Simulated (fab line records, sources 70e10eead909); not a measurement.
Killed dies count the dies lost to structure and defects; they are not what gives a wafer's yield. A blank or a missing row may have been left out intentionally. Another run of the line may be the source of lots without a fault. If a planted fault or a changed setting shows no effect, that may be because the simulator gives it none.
Matching of chambers ; flow nand-harc ; rie-diel-01 running NHARC_P_ZERO_WELL_DESCUM_13: 4 sister chambers
The step chemistry O2, time 3 s. 4 wafers are shown with their chamber, then 7 later ones without.

## EACH WAFER AND ITS CHAMBER
wafer;chamber;drypump-motor-current-A (A)
L078.1;1;5.3
L083.3;2;5.5
L085.1;3;6.6
L085.3;0;5.8

## WAFERS WHOSE CHAMBER IS MISSING
wafer;drypump-motor-current-A (A)
L085.4;5.2
L089.1;6.6
L089.2;5.5
L089.6;5.2
L097.2;6.5
L097.4;5.9
L097.6;5.2

## WHICH CHAMBER EACH WENT THROUGH
wafer;from the rows above;in truth
L085.4;1;1
L089.1;3;3
L089.2;2;2
L089.6;1;1
L097.2;3;3
L097.4;0;0
L097.6;1;1
Correct placement for 7 of the 7. Not placeable from these rows: 0. Number placed wrongly: 0.
How it was worked out, from the rows above alone: a wafer's distance from a chamber is the root of the sum, over the readings, of the square of ((its reading less the chamber's mean) divided by the reading's scatter). If the next closest chamber is less than 2 further off than the closest, the wafer can't be placed; otherwise it belongs to the closest. A chamber's mean is the mean of its shown wafers. The scatter (one wafer shown for each chamber): square how far every hidden wafer sits from the nearest shown wafer, average those squares and take the square root.
